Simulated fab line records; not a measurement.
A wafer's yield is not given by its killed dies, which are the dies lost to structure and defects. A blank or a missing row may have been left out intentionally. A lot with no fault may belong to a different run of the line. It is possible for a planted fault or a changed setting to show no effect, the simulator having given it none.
fab line records :: flow n5Finfet
[record]
  lots = 11
  wafers = 31
  lastDay = 18
route steps=1938 shown MIM_BOT_ETCH@1868 PAD_METAL@1893 PASSIVATION@1909
lots that met no fault: taken from a fault-free run of the same line
startH: start of the lot's first displayed wafer, in hours after the record's first day :: waitH: how many hours have passed since the lot's step before this one :: " unchanged from the row above :: L1.1+2: a row that stands for several wafers :: - no value, or no start given :: * or withheld: withheld :: < > ~ a bound
route shown NAME@n: a module of which the file shows steps, and the number in the route of the first :: usual: mean/standard deviation taken from wafers without a fault :: same: alike in all rows :: chamber/n: place in a boat :: sites: the reading at each site :: _std_site: the standard deviation of these :: _edge_site: inner sites' mean taken away from outer sites' mean :: radiusMm: how far each site lies from the wafer's centre :: mask NAME#n: copy n :: behind: the most recent tool/chamber to have shaped the wafer :: hold: what put the lot on hold/how long, in hours/how the hold closed :: device: names the non-switching transistor (n, p or np) :: end of line: at the end of the route, the tests of the same wafers :: a step given without rows: its recipe and nothing more :: killed: not the wafer's yield, but the dies lost to structure and defects at the first sort :: map: a wafer's dies, x killed, . not, _ none there
set.NAME: the setting as run; set.NAME@STEP: as run at that earlier step :: model.NAME: the simulator's own value behind a step, which no gauge read
a sample of lots followed through the steps of the route, with each step as a table and each wafer as a row
services: when a tool's chamber went out of use (startH, in hours from the record's first day, below 0 if earlier), for how many hours, and the reason
[[steps]]
[step N5_MIM_BOT_ETCH_ETCH_00]
[recipe]
  chemistry = Cl2/BCl3
  target = TiN
  targetDepthA = 455
  ionEnergyEv = 150
  pressureMtorr = 10
  icpW = 1000
  biasW = 126
  Cl2_flow_sccm = 53.25
  bcl3FlowSccm = 21.75
  Ar_flow_sccm = 25
[usual]
  chamberPressureMTorr = 10.000/0.01
  drypumpMotorCurrentA = 5.5/0.42
  oesProductAu = 0.79/0.1
  rfFwdPowerW = 993/3.3
  throttleValvePct = 22.04/0.23
lot.wafer: L888.2
tool: rieMetal-03
chamber: 0
startH: 308.32
waitH: 0.1
chamberPressureMTorr: 10.001
drypumpMotorCurrentA: 5.2
oesProductAu: 0.67
rfFwdPowerW: 989
rfHoursCounterH: 95
throttleValvePct: 22.38

lot.wafer: L888.5
tool: rieMetal-03
chamber: 0
startH: 308.32
waitH: 0.1
chamberPressureMTorr: 9.999
drypumpMotorCurrentA: 5.2
oesProductAu: 0.67
rfFwdPowerW: 993
rfHoursCounterH: -
throttleValvePct: 22.38

lot.wafer: L888.6
tool: rieMetal-03
chamber: 1
startH: 308.32
waitH: 0.1
chamberPressureMTorr: 9.995
drypumpMotorCurrentA: 5.1
oesProductAu: 0.67
rfFwdPowerW: 997
rfHoursCounterH: -
throttleValvePct: 21.84

lot.wafer: L892.1
tool: rieMetal-02
chamber: 1
startH: 313.61
waitH: 0.1
chamberPressureMTorr: 9.991
drypumpMotorCurrentA: 6.1
oesProductAu: 0.79
rfFwdPowerW: 994
rfHoursCounterH: 31
throttleValvePct: 22.08

lot.wafer: L892.2
tool: rieMetal-02
chamber: 0
startH: 313.61
waitH: 0.1
chamberPressureMTorr: 9.991
drypumpMotorCurrentA: 5.2
oesProductAu: 0.97
rfFwdPowerW: 992
rfHoursCounterH: 2
throttleValvePct: 21.90

lot.wafer: L892.6
tool: rieMetal-02
chamber: 1
startH: 313.61
waitH: 0.1
chamberPressureMTorr: 10.005
drypumpMotorCurrentA: 6.1
oesProductAu: 0.79
rfFwdPowerW: 996
rfHoursCounterH: -
throttleValvePct: 22.08

lot.wafer: L891.2
tool: rieMetal-03
chamber: 0
startH: 315.51
waitH: 0.1
chamberPressureMTorr: 9.996
drypumpMotorCurrentA: 5.2
oesProductAu: 0.68
rfFwdPowerW: 996
rfHoursCounterH: 96
throttleValvePct: 22.36

lot.wafer: L891.3
tool: rieMetal-03
chamber: 0
startH: 315.51
waitH: 0.1
chamberPressureMTorr: 9.990
drypumpMotorCurrentA: 5.2
oesProductAu: 0.66
rfFwdPowerW: 994
rfHoursCounterH: -
throttleValvePct: 22.38

lot.wafer: L891.6
tool: rieMetal-03
chamber: 0
startH: 315.51
waitH: 0.1
chamberPressureMTorr: 10.010
drypumpMotorCurrentA: 5.2
oesProductAu: 0.67
rfFwdPowerW: 997
rfHoursCounterH: -
throttleValvePct: 22.38

lot.wafer: L890.2
tool: rieMetal-01
chamber: 1
startH: 324.19
waitH: 0.1
chamberPressureMTorr: 10.010
drypumpMotorCurrentA: 5.4
oesProductAu: 0.77
rfFwdPowerW: 998
rfHoursCounterH: 51
throttleValvePct: 22.22

lot.wafer: L890.4
tool: rieMetal-01
chamber: 0
startH: 324.19
waitH: 0.1
chamberPressureMTorr: 10.000
drypumpMotorCurrentA: 6.1
oesProductAu: 0.64
rfFwdPowerW: 991
rfHoursCounterH: -
throttleValvePct: 21.76

lot.wafer: L890.6
tool: rieMetal-01
chamber: 1
startH: 324.19
waitH: 0.1
chamberPressureMTorr: 10.000
drypumpMotorCurrentA: 5.4
oesProductAu: 0.77
rfFwdPowerW: 993
rfHoursCounterH: -
throttleValvePct: 22.22

lot.wafer: L893.1
tool: rieMetal-01
chamber: 1
startH: 333.00
waitH: 0.1
chamberPressureMTorr: 9.992
drypumpMotorCurrentA: 5.4
oesProductAu: 0.77
rfFwdPowerW: 987
rfHoursCounterH: 51
throttleValvePct: 22.21

lot.wafer: L893.4
tool: rieMetal-01
chamber: 1
startH: 333.00
waitH: 0.1
chamberPressureMTorr: 9.993
drypumpMotorCurrentA: 5.5
oesProductAu: 0.76
rfFwdPowerW: 985
rfHoursCounterH: -
throttleValvePct: 22.22

lot.wafer: L893.5
tool: rieMetal-01
chamber: 1
startH: 333.00
waitH: 0.1
chamberPressureMTorr: 9.994
drypumpMotorCurrentA: 5.5
oesProductAu: 0.77
rfFwdPowerW: 987
rfHoursCounterH: -
throttleValvePct: 22.21

lot.wafer: L899.2
tool: rieMetal-02
chamber: 0
startH: 367.96
waitH: 0.1
chamberPressureMTorr: 10.010
drypumpMotorCurrentA: 5.1
oesProductAu: 0.92
rfFwdPowerW: 999
rfHoursCounterH: 7
throttleValvePct: 21.93

lot.wafer: L899.5
tool: rieMetal-02
chamber: 0
startH: 367.96
waitH: 0.1
chamberPressureMTorr: 9.986
drypumpMotorCurrentA: 5.1
oesProductAu: 0.92
rfFwdPowerW: 995
rfHoursCounterH: -
throttleValvePct: 21.91

lot.wafer: L902.2
tool: rieMetal-02
chamber: 1
startH: 397.04
waitH: 0.1
chamberPressureMTorr: 9.995
drypumpMotorCurrentA: 6.1
oesProductAu: 0.77
rfFwdPowerW: 991
rfHoursCounterH: 39
throttleValvePct: 22.11

lot.wafer: L902.3
tool: rieMetal-02
chamber: 1
startH: 397.04
waitH: 0.1
chamberPressureMTorr: 10.008
drypumpMotorCurrentA: 6.1
oesProductAu: 0.76
rfFwdPowerW: 993
rfHoursCounterH: -
throttleValvePct: 22.10

lot.wafer: L905.1
tool: rieMetal-03
chamber: 0
startH: 400.13
waitH: 0.1
chamberPressureMTorr: 10.001
drypumpMotorCurrentA: 5.2
oesProductAu: 0.65
rfFwdPowerW: 993
rfHoursCounterH: 104
throttleValvePct: 22.37

lot.wafer: L905.2
tool: rieMetal-03
chamber: 0
startH: 400.13
waitH: 0.1
chamberPressureMTorr: 10.006
drypumpMotorCurrentA: 5.2
oesProductAu: 0.65
rfFwdPowerW: 993
rfHoursCounterH: -
throttleValvePct: 22.39

lot.wafer: L905.4
tool: rieMetal-03
chamber: 0
startH: 400.13
waitH: 0.1
chamberPressureMTorr: 10.007
drypumpMotorCurrentA: 5.2
oesProductAu: 0.65
rfFwdPowerW: 999
rfHoursCounterH: -
throttleValvePct: 22.41

lot.wafer: L904.3
tool: rieMetal-01
chamber: 1
startH: 403.64
waitH: 0.1
chamberPressureMTorr: 9.977
drypumpMotorCurrentA: 5.4
oesProductAu: 0.74
rfFwdPowerW: 997
rfHoursCounterH: -
throttleValvePct: 22.24

lot.wafer: L904.4
tool: rieMetal-01
chamber: 0
startH: 403.64
waitH: 0.1
chamberPressureMTorr: 10.006
drypumpMotorCurrentA: 6.1
oesProductAu: 0.95
rfFwdPowerW: 993
rfHoursCounterH: -
throttleValvePct: 21.59

lot.wafer: L904.5
tool: rieMetal-01
chamber: 0
startH: 403.64
waitH: 0.1
chamberPressureMTorr: 10.011
drypumpMotorCurrentA: 6.1
oesProductAu: 0.94
rfFwdPowerW: 996
rfHoursCounterH: -
throttleValvePct: 21.61

lot.wafer: L907.3
tool: rieMetal-02
chamber: 1
startH: 407.99
waitH: 0.1
chamberPressureMTorr: 10.001
drypumpMotorCurrentA: 6.1
oesProductAu: 0.78
rfFwdPowerW: 994
rfHoursCounterH: -
throttleValvePct: 22.09

lot.wafer: L907.4
tool: rieMetal-02
chamber: 0
startH: 407.99
waitH: 0.1
chamberPressureMTorr: 10.015
drypumpMotorCurrentA: 5.2
oesProductAu: 0.89
rfFwdPowerW: 999
rfHoursCounterH: -
throttleValvePct: 21.94

lot.wafer: L907.6
tool: rieMetal-02
chamber: 1
startH: 407.99
waitH: 0.1
chamberPressureMTorr: 9.979
drypumpMotorCurrentA: 6.1
oesProductAu: 0.76
rfFwdPowerW: 987
rfHoursCounterH: -
throttleValvePct: 22.10

lot.wafer: L906.1
tool: rieMetal-01
chamber: 0
startH: 418.10
waitH: 0.1
chamberPressureMTorr: 10.003
drypumpMotorCurrentA: 6.1
oesProductAu: 0.92
rfFwdPowerW: 995
rfHoursCounterH: 4
throttleValvePct: 21.59

lot.wafer: L906.3
tool: rieMetal-01
chamber: 0
startH: 418.10
waitH: 0.1
chamberPressureMTorr: 9.999
drypumpMotorCurrentA: 6.2
oesProductAu: 0.92
rfFwdPowerW: 994
rfHoursCounterH: -
throttleValvePct: 21.62

lot.wafer: L906.5
tool: rieMetal-01
chamber: 0
startH: 418.10
waitH: 0.1
chamberPressureMTorr: 9.989
drypumpMotorCurrentA: 6.1
oesProductAu: 0.93
rfFwdPowerW: 999
rfHoursCounterH: -
throttleValvePct: 21.60
[step N5_PASSIVATION_DEGAS_18]
[recipe]
  ambient = vacuum
  tempC = 300
  timeS = 60
[usual]
  heaterPowerW = 473/45
lot.wafer: L888.2
tool: pvdSputter-03
chamber: -
startH: 311.14
waitH: 0.5
heaterPowerW: 446

lot.wafer: L888.5
tool: pvdSputter-03
chamber: -
startH: 311.14
waitH: 0.5
heaterPowerW: 519

lot.wafer: L888.6
tool: pvdSputter-03
chamber: -
startH: 311.14
waitH: 0.5
heaterPowerW: 444

lot.wafer: L892.1
tool: pvdSputter-02
chamber: -
startH: 317.15
waitH: 1.7
heaterPowerW: 558

lot.wafer: L892.2
tool: pvdSputter-02
chamber: -
startH: 317.15
waitH: 1.7
heaterPowerW: 475

lot.wafer: L892.6
tool: pvdSputter-02
chamber: -
startH: 317.15
waitH: 1.7
heaterPowerW: 485

lot.wafer: L891.2
tool: pvdSputter-01
chamber: -
startH: 317.68
waitH: 0.4
heaterPowerW: 457

lot.wafer: L891.3
tool: pvdSputter-01
chamber: -
startH: 317.68
waitH: 0.4
heaterPowerW: 470

lot.wafer: L891.6
tool: pvdSputter-01
chamber: -
startH: 317.68
waitH: 0.4
heaterPowerW: 493

lot.wafer: L890.2
tool: pvdSputter-02
chamber: -
startH: 331.37
waitH: 0.3
heaterPowerW: 502

lot.wafer: L890.4
tool: pvdSputter-02
chamber: -
startH: 331.37
waitH: 0.3
heaterPowerW: 502

lot.wafer: L890.6
tool: pvdSputter-02
chamber: -
startH: 331.37
waitH: 0.3
heaterPowerW: 429

lot.wafer: L893.1
tool: pvdSputter-01
chamber: -
startH: 336.33
waitH: 0.3
heaterPowerW: 497

lot.wafer: L893.4
tool: pvdSputter-01
chamber: -
startH: 336.33
waitH: 0.3
heaterPowerW: 455

lot.wafer: L893.5
tool: pvdSputter-01
chamber: -
startH: 336.33
waitH: 0.3
heaterPowerW: 396

lot.wafer: L899.2
tool: pvdSputter-02
chamber: -
startH: 370.33
waitH: 0.5
heaterPowerW: 507

lot.wafer: L899.5
tool: pvdSputter-02
chamber: -
startH: 370.33
waitH: 0.5
heaterPowerW: 473

lot.wafer: L902.2
tool: pvdSputter-01
chamber: -
startH: 401.66
waitH: 0.7
heaterPowerW: 503

lot.wafer: L902.3
tool: pvdSputter-01
chamber: -
startH: 401.66
waitH: 0.7
heaterPowerW: 471

lot.wafer: L905.1
tool: pvdSputter-01
chamber: -
startH: 402.84
waitH: 0.1
heaterPowerW: 495

lot.wafer: L905.2
tool: pvdSputter-01
chamber: -
startH: 402.84
waitH: 0.1
heaterPowerW: 465

lot.wafer: L905.4
tool: pvdSputter-01
chamber: -
startH: 402.84
waitH: 0.1
heaterPowerW: 409

lot.wafer: L904.3
tool: pvdSputter-03
chamber: -
startH: 405.97
waitH: 0.0
heaterPowerW: 508

lot.wafer: L904.4
tool: pvdSputter-03
chamber: -
startH: 405.97
waitH: 0.0
heaterPowerW: 516

lot.wafer: L904.5
tool: pvdSputter-03
chamber: -
startH: 405.97
waitH: 0.0
heaterPowerW: 450

lot.wafer: L907.3
tool: pvdSputter-01
chamber: -
startH: 412.42
waitH: 0.6
heaterPowerW: 455

lot.wafer: L907.4
tool: pvdSputter-01
chamber: -
startH: 412.42
waitH: 0.6
heaterPowerW: 493

lot.wafer: L907.6
tool: pvdSputter-01
chamber: -
startH: 412.42
waitH: 0.6
heaterPowerW: 468

lot.wafer: L906.1
tool: pvdSputter-03
chamber: -
startH: 421.69
waitH: 0.0
heaterPowerW: 449

lot.wafer: L906.3
tool: pvdSputter-03
chamber: -
startH: 421.69
waitH: 0.0
heaterPowerW: 526

lot.wafer: L906.5
tool: pvdSputter-03
chamber: -
startH: 421.69
waitH: 0.0
heaterPowerW: 439
[step N5_PASSIVATION_AL_ETCH_33]
[recipe]
  chemistry = Cl2/BCl3
  targetDepthA = 28000
  overEtchFrac = 0.15
  Cl2_flow_sccm = 180
  bcl3FlowSccm = 60
  target = Al
  stopOn = TaN
  timeS = 466.7
  ionEnergyEv = 100
  pressureMtorr = 10
  icpW = 900
  biasW = 100
[usual]
  chamberPressureMTorr = 10.000/0.0095
  drypumpMotorCurrentA = 5.5/0.42
  oesProductAu = 0.72/0.1
  rfFwdPowerW = 898.1/2.6
  throttleValvePct = 34.45/0.25
lot.wafer: L888.2
tool: rieMetal-03
chamber: 1
startH: 312.04
waitH: 0.1
chamberPressureMTorr: 10.002
drypumpMotorCurrentA: 5.1
oesProductAu: 0.60
rfFwdPowerW: 896.4
rfHoursCounterH: 98
throttleValvePct: 34.30

lot.wafer: L888.5
tool: rieMetal-03
chamber: 0
startH: 312.04
waitH: 0.1
chamberPressureMTorr: 9.996
drypumpMotorCurrentA: 5.2
oesProductAu: 0.61
rfFwdPowerW: 898.4
rfHoursCounterH: -
throttleValvePct: 34.76

lot.wafer: L888.6
tool: rieMetal-03
chamber: 1
startH: 312.04
waitH: 0.1
chamberPressureMTorr: 10.001
drypumpMotorCurrentA: 5.1
oesProductAu: 0.60
rfFwdPowerW: 899.4
rfHoursCounterH: -
throttleValvePct: 34.33

lot.wafer: L892.1
tool: rieMetal-03
chamber: 0
startH: 317.97
waitH: 0.1
chamberPressureMTorr: 10.004
drypumpMotorCurrentA: 5.2
oesProductAu: 0.60
rfFwdPowerW: 897.2
rfHoursCounterH: 96
throttleValvePct: 34.77

lot.wafer: L892.2
tool: rieMetal-03
chamber: 1
startH: 317.97
waitH: 0.1
chamberPressureMTorr: 10.015
drypumpMotorCurrentA: 5.1
oesProductAu: 0.60
rfFwdPowerW: 897.6
rfHoursCounterH: 99
throttleValvePct: 34.31

lot.wafer: L892.6
tool: rieMetal-03
chamber: 0
startH: 317.97
waitH: 0.1
chamberPressureMTorr: 9.991
drypumpMotorCurrentA: 5.2
oesProductAu: 0.60
rfFwdPowerW: 897.7
rfHoursCounterH: -
throttleValvePct: 34.76

lot.wafer: L891.2
tool: rieMetal-02
chamber: 1
startH: 318.63
waitH: 0.1
chamberPressureMTorr: 10.010
drypumpMotorCurrentA: 6.1
oesProductAu: 0.72
rfFwdPowerW: 897.4
rfHoursCounterH: 31
throttleValvePct: 34.61

lot.wafer: L891.3
tool: rieMetal-02
chamber: 1
startH: 318.63
waitH: 0.1
chamberPressureMTorr: 9.994
drypumpMotorCurrentA: 6.1
oesProductAu: 0.73
rfFwdPowerW: 896.2
rfHoursCounterH: -
throttleValvePct: 34.58

lot.wafer: L891.6
tool: rieMetal-02
chamber: 1
startH: 318.63
waitH: 0.1
chamberPressureMTorr: 9.998
drypumpMotorCurrentA: 6.1
oesProductAu: 0.73
rfFwdPowerW: 896.7
rfHoursCounterH: -
throttleValvePct: 34.60

lot.wafer: L890.2
tool: rieMetal-03
chamber: 0
startH: 332.75
waitH: 0.1
chamberPressureMTorr: 9.990
drypumpMotorCurrentA: 5.2
oesProductAu: 0.61
rfFwdPowerW: 898.3
rfHoursCounterH: 97
throttleValvePct: 34.73

lot.wafer: L890.4
tool: rieMetal-03
chamber: 1
startH: 332.75
waitH: 0.1
chamberPressureMTorr: 10.001
drypumpMotorCurrentA: 5.1
oesProductAu: 0.61
rfFwdPowerW: 899.6
rfHoursCounterH: -
throttleValvePct: 34.27

lot.wafer: L890.6
tool: rieMetal-03
chamber: 0
startH: 332.75
waitH: 0.1
chamberPressureMTorr: 9.999
drypumpMotorCurrentA: 5.2
oesProductAu: 0.62
rfFwdPowerW: 899.0
rfHoursCounterH: -
throttleValvePct: 34.72

lot.wafer: L893.1
tool: rieMetal-03
chamber: 1
startH: 348.45
waitH: 0.1
chamberPressureMTorr: 10.000
drypumpMotorCurrentA: 5.1
oesProductAu: 0.61
rfFwdPowerW: 894.8
rfHoursCounterH: 102
throttleValvePct: 34.28

lot.wafer: L893.4
tool: rieMetal-03
chamber: 0
startH: 348.45
waitH: 0.1
chamberPressureMTorr: 9.999
drypumpMotorCurrentA: 5.3
oesProductAu: 0.60
rfFwdPowerW: 894.1
rfHoursCounterH: -
throttleValvePct: 34.73

lot.wafer: L893.5
tool: rieMetal-03
chamber: 1
startH: 348.45
waitH: 0.1
chamberPressureMTorr: 9.993
drypumpMotorCurrentA: 5.1
oesProductAu: 0.60
rfFwdPowerW: 895.0
rfHoursCounterH: -
throttleValvePct: 34.30

lot.wafer: L899.2
tool: rieMetal-03
chamber: 0
startH: 371.28
waitH: 0.1
chamberPressureMTorr: 10.016
drypumpMotorCurrentA: 5.2
oesProductAu: 0.59
rfFwdPowerW: 899.8
rfHoursCounterH: 100
throttleValvePct: 34.79

lot.wafer: L899.5
tool: rieMetal-03
chamber: 1
startH: 371.28
waitH: 0.1
chamberPressureMTorr: 10.011
drypumpMotorCurrentA: 5.1
oesProductAu: 0.58
rfFwdPowerW: 898.4
rfHoursCounterH: -
throttleValvePct: 34.33

lot.wafer: L902.2
tool: rieMetal-01
chamber: 1
startH: 402.48
waitH: 0.1
chamberPressureMTorr: 10.008
drypumpMotorCurrentA: 5.4
oesProductAu: 0.68
rfFwdPowerW: 890.7
rfHoursCounterH: 58
throttleValvePct: 34.61

lot.wafer: L902.3
tool: rieMetal-01
chamber: 1
startH: 402.48
waitH: 0.1
chamberPressureMTorr: 9.989
drypumpMotorCurrentA: 5.5
oesProductAu: 0.69
rfFwdPowerW: 890.2
rfHoursCounterH: -
throttleValvePct: 34.61

lot.wafer: L905.1
tool: rieMetal-02
chamber: 0
startH: 403.70
waitH: 0.1
chamberPressureMTorr: 9.996
drypumpMotorCurrentA: 5.1
oesProductAu: 0.82
rfFwdPowerW: 899.6
rfHoursCounterH: 10
throttleValvePct: 34.28

lot.wafer: L905.2
tool: rieMetal-02
chamber: 1
startH: 403.70
waitH: 0.1
chamberPressureMTorr: 9.994
drypumpMotorCurrentA: 6.1
oesProductAu: 0.70
rfFwdPowerW: 895.7
rfHoursCounterH: 40
throttleValvePct: 34.63

lot.wafer: L905.4
tool: rieMetal-02
chamber: 0
startH: 403.70
waitH: 0.1
chamberPressureMTorr: 10.012
drypumpMotorCurrentA: 5.1
oesProductAu: 0.83
rfFwdPowerW: 898.8
rfHoursCounterH: -
throttleValvePct: 34.29

lot.wafer: L904.3
tool: rieMetal-01
chamber: 1
startH: 407.27
waitH: 0.2
chamberPressureMTorr: 10.014
drypumpMotorCurrentA: 5.4
oesProductAu: 0.66
rfFwdPowerW: 898.2
rfHoursCounterH: -
throttleValvePct: 34.69

lot.wafer: L904.4
tool: rieMetal-01
chamber: 0
startH: 407.27
waitH: 0.2
chamberPressureMTorr: 10.002
drypumpMotorCurrentA: 6.1
oesProductAu: 0.85
rfFwdPowerW: 899.5
rfHoursCounterH: -
throttleValvePct: 33.94

lot.wafer: L904.5
tool: rieMetal-01
chamber: 0
startH: 407.27
waitH: 0.2
chamberPressureMTorr: 9.979
drypumpMotorCurrentA: 6.1
oesProductAu: 0.85
rfFwdPowerW: 896.2
rfHoursCounterH: -
throttleValvePct: 33.97

lot.wafer: L907.3
tool: rieMetal-03
chamber: 1
startH: 413.63
waitH: 0.3
chamberPressureMTorr: 9.999
drypumpMotorCurrentA: 5.1
oesProductAu: 0.87
rfFwdPowerW: 899.9
rfHoursCounterH: -
throttleValvePct: 34.17

lot.wafer: L907.4
tool: rieMetal-03
chamber: 1
startH: 413.63
waitH: 0.3
chamberPressureMTorr: 9.995
drypumpMotorCurrentA: 5.1
oesProductAu: 0.88
rfFwdPowerW: 899.4
rfHoursCounterH: -
throttleValvePct: 34.14

lot.wafer: L907.6
tool: rieMetal-03
chamber: 1
startH: 413.63
waitH: 0.3
chamberPressureMTorr: 10.006
drypumpMotorCurrentA: 5.1
oesProductAu: 0.87
rfFwdPowerW: 899.0
rfHoursCounterH: -
throttleValvePct: 34.16

lot.wafer: L906.1
tool: rieMetal-02
chamber: 0
startH: 422.71
waitH: 0.1
chamberPressureMTorr: 9.998
drypumpMotorCurrentA: 5.1
oesProductAu: 0.82
rfFwdPowerW: 894.0
rfHoursCounterH: 12
throttleValvePct: 34.30

lot.wafer: L906.3
tool: rieMetal-02
chamber: 0
startH: 422.71
waitH: 0.1
chamberPressureMTorr: 10.000
drypumpMotorCurrentA: 5.1
oesProductAu: 0.83
rfFwdPowerW: 899.2
rfHoursCounterH: -
throttleValvePct: 34.29

lot.wafer: L906.5
tool: rieMetal-02
chamber: 1
startH: 422.71
waitH: 0.1
chamberPressureMTorr: 10.000
drypumpMotorCurrentA: 6.1
oesProductAu: 0.70
rfFwdPowerW: 893.8
rfHoursCounterH: -
throttleValvePct: 34.64
[step N5_PASSIVATION_PECVD_53]
[recipe]
  material = SiO2
  targetThkA = 8000
  tempC = 400
  precursor = TEOS/O2
  pressureTorr = 6.5
  rfW = withheld
  teosFlowSccm = withheld
  gas = O2
  flowSccm = 2650
  timeS = 169.4
[usual]
  runLengthS = 197.4/0.43
lot.wafer: L888.2
tool: pecvd-01
chamber: 2
startH: 313.05
waitH: 0.0
runLengthS: 197.9

lot.wafer: L888.5
tool: pecvd-01
chamber: 0
startH: 313.05
waitH: 0.0
runLengthS: 197.9

lot.wafer: L888.6
tool: pecvd-01
chamber: 2
startH: 313.05
waitH: 0.0
runLengthS: 197.8

lot.wafer: L892.1
tool: pecvd-02
chamber: 1
startH: 319.03
waitH: 0.0
runLengthS: 197.8

lot.wafer: L892.2
tool: pecvd-02
chamber: 0
startH: 319.03
waitH: 0.0
runLengthS: 196.9

lot.wafer: L892.6
tool: pecvd-02
chamber: 1
startH: 319.03
waitH: 0.0
runLengthS: 197.0

lot.wafer: L891.2
tool: pecvd-02
chamber: 0
startH: 319.66
waitH: 0.0
runLengthS: 196.6

lot.wafer: L891.3
tool: pecvd-02
chamber: 1
startH: 319.66
waitH: 0.0
runLengthS: 197.1

lot.wafer: L891.6
tool: pecvd-02
chamber: 0
startH: 319.66
waitH: 0.0
runLengthS: 196.9

lot.wafer: L890.2
tool: pecvd-04
chamber: 0
startH: 334.12
waitH: 0.0
runLengthS: 197.2

lot.wafer: L890.4
tool: pecvd-04
chamber: 2
startH: 334.12
waitH: 0.0
runLengthS: 197.4

lot.wafer: L890.6
tool: pecvd-04
chamber: 0
startH: 334.12
waitH: 0.0
runLengthS: 197.8

lot.wafer: L893.1
tool: pecvd-02
chamber: 2
startH: 349.59
waitH: 0.0
runLengthS: 197.6

lot.wafer: L893.4
tool: pecvd-02
chamber: 1
startH: 349.59
waitH: 0.0
runLengthS: 197.3

lot.wafer: L893.5
tool: pecvd-02
chamber: 0
startH: 349.59
waitH: 0.0
runLengthS: 197.2

lot.wafer: L899.2
tool: pecvd-02
chamber: 2
startH: 372.30
waitH: 0.0
runLengthS: 108.8

lot.wafer: L899.5
tool: pecvd-02
chamber: 2
startH: 372.30
waitH: 0.0
runLengthS: 198.2

lot.wafer: L902.2
tool: pecvd-02
chamber: 2
startH: 403.50
waitH: 0.0
runLengthS: 109.0

lot.wafer: L902.3
tool: pecvd-02
chamber: 1
startH: 403.50
waitH: 0.0
runLengthS: 108.2

lot.wafer: L905.1
tool: pecvd-04
chamber: 0
startH: 405.22
waitH: 0.0
runLengthS: 197.9

lot.wafer: L905.2
tool: pecvd-04
chamber: 2
startH: 405.22
waitH: 0.0
runLengthS: 197.4

lot.wafer: L905.4
tool: pecvd-04
chamber: 0
startH: 405.22
waitH: 0.0
runLengthS: 197.5

lot.wafer: L904.3
tool: pecvd-04
chamber: 0
startH: 408.23
waitH: 0.1
runLengthS: 197.3

lot.wafer: L904.4
tool: pecvd-04
chamber: 2
startH: 408.23
waitH: 0.1
runLengthS: 196.9

lot.wafer: L904.5
tool: pecvd-04
chamber: 2
startH: 408.23
waitH: 0.1
runLengthS: 197.7

lot.wafer: L907.3
tool: pecvd-01
chamber: 2
startH: 414.88
waitH: 0.0
runLengthS: 198.0

lot.wafer: L907.4
tool: pecvd-01
chamber: 1
startH: 414.88
waitH: 0.0
runLengthS: 197.6

lot.wafer: L907.6
tool: pecvd-01
chamber: 0
startH: 414.88
waitH: 0.0
runLengthS: 198.6

lot.wafer: L906.1
tool: pecvd-01
chamber: 2
startH: 423.91
waitH: 0.0
runLengthS: 198.3

lot.wafer: L906.3
tool: pecvd-01
chamber: 0
startH: 423.91
waitH: 0.0
runLengthS: 198.0

lot.wafer: L906.5
tool: pecvd-01
chamber: 2
startH: 423.91
waitH: 0.0
runLengthS: 198.3
[step N5_PASSIVATION_PROBE_49]
[usual]
  defectLimitedYield = 91.6/1.4
  killed_at_M0_to_M3 = 35/10
  killed_at_M4_up = 13/4.8
  killedAtContacts = 12/7.2
  killedAtFrontEnd = 36/12
  killedAtOther = 4/3.1
  killedDies = 100/17
  killedOpen = 66/13
  killedShort = 32/7.3
  sort_bin_5_function = 5.0/0.94
  sort_bin_6_memory = 3.1/0.67
  sort_bin_8_speed = 0.01/0.047
  sortNPass = 1080/17
  sortYieldPct = 91.6/1.4
[same]
  grossDies = 1180
  killedAtBackSide = 0
  sort_bin_4_leakage[%] = 0
lot.wafer: L899.2
tool: prober-02
chamber: -
startH: 376.80
waitH: 0.1
defectLimitedYield[%]: 90.8
killed_at_M0_to_M3: 29
killed_at_M4_up: 9
killedAtContacts: 15
killedAtFrontEnd: 43
killedAtOther: 13
killedDies: 109
killedOpen: 79
killedShort: 30
sort_bin_5_function[%]: 5.3
sort_bin_6_memory[%]: 3.7
sort_bin_8_speed[%]: 0
sortNPass: 1071
sortYieldPct[%]: 90.8
// killed by level:class
L899.2 FIN_SAQP:geometricParticle:open=18 MOL_CONTACT_COAG:geometricParticle:open=14 STI_FIN_REVEAL:geometricParticle:open=6 BEOL_M0_SAQP:geometricParticle:open=6 MIM_TOP_ETCH:geometricParticle:open=6 BEOL_M1:geometricParticle:open=5 MIM_TOP_ETCH:geometricParticle:short=5 FIN_SAQP:geometricParticle:short=4
[[services]]
tool: pecvd-02
chamber: 1
startH: 291.84
hours: 19.8
kind: repair

tool: pecvd-01
chamber: -
startH: 353.31
hours: 0.8
kind: repair

tool: rieMetal-01
chamber: 0
startH: 354.73
hours: -
kind: clean

tool: rieMetal-01
chamber: 0
startH: 354.73
hours: 34.2
kind: scheduledDown

tool: rieMetal-01
chamber: 0
startH: 354.73
hours: 34.2
kind: ventCycle

tool: pvdSputter-02
chamber: -
startH: 375.57
hours: 6.0
kind: repair

tool: pvdSputter-03
chamber: -
startH: 378.12
hours: 2.5
kind: repair

tool: pecvd-04
chamber: 1
startH: 383.62
hours: -
kind: clean

tool: pecvd-04
chamber: 1
startH: 383.62
hours: -
kind: consumableReplace:showerhead

tool: pecvd-04
chamber: 1
startH: 383.62
hours: 29.0
kind: scheduledDown

tool: pecvd-04
chamber: 1
startH: 383.62
hours: 29.0
kind: ventCycle

tool: rieMetal-03
chamber: 1
startH: 385.20
hours: -
kind: clean

tool: rieMetal-03
chamber: 1
startH: 385.20
hours: 16.9
kind: scheduledDown

tool: rieMetal-03
chamber: 1
startH: 385.20
hours: 16.9
kind: ventCycle

tool: pecvd-02
chamber: 0
startH: 388.25
hours: 6.3
kind: repair

tool: rieMetal-03
chamber: 0
startH: 402.09
hours: -
kind: clean

tool: rieMetal-03
chamber: 0
startH: 402.09
hours: 23.5
kind: scheduledDown

tool: rieMetal-03
chamber: 0
startH: 402.09
hours: 23.5
kind: ventCycle

tool: pecvd-02
chamber: -
startH: 404.61
hours: 0.9
kind: repair

tool: pecvd-01
chamber: -
startH: 409.82
hours: 2.8
kind: pm

tool: pecvd-02
chamber: 0
startH: 412.10
hours: 2.1
kind: scheduledDown

tool: pvdSputter-01
chamber: -
startH: 414.55
hours: 1.5
kind: repair

tool: pecvd-02
chamber: -
startH: 416.50
hours: 0.8
kind: repair
[[key]]
[firstSign]
  step = N5_PASSIVATION_PECVD_53
  reading = runLengthS
  direction = down
  sigmas = 99+
  usual = *
  struck = *
effect none on later readings
metAt N5_PASSIVATION_PECVD_53
struckLots L899,L902
struckWafers L899.2,L902.2,L902.3
notActingAt N5_MIM_BOT_ETCH_ETCH_00,N5_PASSIVATION_DEGAS_18,N5_PASSIVATION_AL_ETCH_33
onsetBetween 349.59 372.30
[fault]
  kind = processParameterDrift
  tool = pecvd-02
  chamber = -
  onsetH = 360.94
  steps = N5_PASSIVATION_PECVD_53
  channel = timeS
  offset = *
  shape = step
  endH = 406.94
  scope = struckWafersOnly
  actsIn = *
  stated = *
